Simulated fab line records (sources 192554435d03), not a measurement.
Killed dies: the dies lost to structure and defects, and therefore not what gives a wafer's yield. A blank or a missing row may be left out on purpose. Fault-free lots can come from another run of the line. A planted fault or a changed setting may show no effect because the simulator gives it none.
Comparing a struck lot with a sound one || flow n5-finfet || 16 steps out of a route of 1938
Sound: these wafers, L104.1, L104.5, L104.6. Struck: wafers L112.3, L112.6 (left out: L112.5, a lot-mate that was not struck); the cause follows at the end.
Order at every step that has rows: each side's tool, ch and its chambers, its first start. Under that, the readings that differ: sound wafers || struck wafers || difference of the means || sigmas: that difference in standard deviations of wafers without a fault.
alike: words and numbers the same on both sides, and readings whose means are apart by under 2 such deviations; not compared: readings that were withheld, readings missing a value for some wafer, numbers with overlapping values and no deviation given by the record, and bounds like >300 which may hide the same value.
The two part at a step that has a row with sigmas, a row that says differs or no value, or rows on one side only. Numbers that have no deviation but don't overlap get no sigmas and don't part them. A reading that every wafer of one side lacks parts them only if that side has two wafers or more.

first, 7 steps without rows for these wafers: N5_MOL_CONTACT_COAG_COAT_58 (time 60 s, resist thk 10 nm); N5_MOL_CONTACT_COAG_COAT_02 (resist thk 30 nm); N5_MOL_CONTACT_COAG_EBR_04; N5_MOL_CONTACT_COAG_SOFTBAKE_03 (time 60 s); N5_MOL_CONTACT_COAG_EXPOSE_05 (exposes mask CA, defocus 0 nm); N5_MOL_CONTACT_COAG_PEB_06 (peb time 60 s); N5_MOL_CONTACT_COAG_DEVELOP_07 (develop time 30 s).
N5_MOL_CONTACT_COAG_CD_MEAS_08 targets a cd of 28 nm.
  sound on cd-sem-03 ch 0, day 6 22:37; struck on cd-sem-02 ch 0, day 8 19:55
  alike: cd-nm
N5_MOL_CONTACT_COAG_OVL_MEAS_09:
  sound on overlay-01 ch 0, day 6 22:39; struck on overlay-01 ch 0, day 8 19:58
  alike: CA_OVL
N5_MOL_CONTACT_COAG_INSPECT_10: inspects for defects (brightfield).
  sound on defect-inspect-02 at day 6 22:43; struck on defect-inspect-01 at day 8 20:01
  alike: raw-defect-count
N5_MOL_CONTACT_COAG_DESCUM_13: chemistry O2, time 7 s.
  sound on rie-diel-05 ch 0,1,2, day 6 22:44; struck on rie-diel-05 ch 0,3, day 8 20:02
  alike: bias-power-w, drypump-motor-current-A, oes-product-au, rf-vpp-V, showerhead-plenum-p-Torr, throttle-valve-pct
  not compared: rf-hours-counter-h
N5_MOL_CONTACT_COAG_ETCH_59: etches underlayer in N2/H2, target depth 13 nm, time 10.4 s.
  sound on rie-diel-05 ch 0,1,2, day 6 22:47; struck on rie-diel-05 ch 0,3, day 8 20:05
  alike: drypump-motor-current-A, etch-rf-on-time-s, oes-product-au, rf-vpp-V, showerhead-plenum-p-Torr, throttle-valve-pct
  not compared: rf-hours-counter-h
N5_MOL_CONTACT_COAG_ETCH_105: etches SiARC in CF4, target depth 15.6 nm, time 26 s.
  sound on rie-diel-05 ch 0,1,2, day 6 22:48; struck on rie-diel-05 ch 0,3, day 8 20:06
{"reading": "etch-rf-on-time-s (s)", "sound": "25.5 26.6 26.8", "struck": "45.3 45.3", "difference": "+19.0", "sigmas": "+26"}
  alike: cf4-flow-sccm, drypump-motor-current-A, oes-product-au, rf-vpp-V, showerhead-plenum-p-Torr, throttle-valve-pct
  not compared: rf-hours-counter-h
N5_MOL_CONTACT_COAG_ETCH_106: etches SOC in N2/H2, target depth 80 nm, overetch 16 nm, time 120 s.
  sound on rie-diel-05 ch 0,1,2, day 6 22:50; struck on rie-diel-05 ch 0,3, day 8 20:07
  alike: drypump-motor-current-A, oes-product-au, rf-vpp-V, showerhead-plenum-p-Torr, throttle-valve-pct
  not compared: rf-hours-counter-h
-- here the record skips 6 days between the struck wafers' starts before and after, leaving off in module MOL_CONTACT_COAG and picking up in module BEOL_M4 (first step shown: number 1111 of the route) --
N5_BEOL_M4_RC_MEAS_101:
  sound on prober-01 ch 0, day 12 19:18; struck on prober-02 ch 0, day 14 15:12
  alike: DIBL_N, DIBL_P, IOFF_N, IOFF_P, ION_N, ION_P, SS_N, SS_P, VT_N, VT_P
N5_PASSIVATION_PROBE_49:
  the record has rows for the sound wafers here (prober-02, day 17 10:13) and none for the struck ones

WHERE THEY PART
At N5_MOL_CONTACT_COAG_ETCH_105 first; at N5_PASSIVATION_PROBE_49 last (within this record only).

WHY: what had been put in by the simulator
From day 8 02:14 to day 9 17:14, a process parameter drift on rie-diel-05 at N5_MOL_CONTACT_COAG_ETCH_105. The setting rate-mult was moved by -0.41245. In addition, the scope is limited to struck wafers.
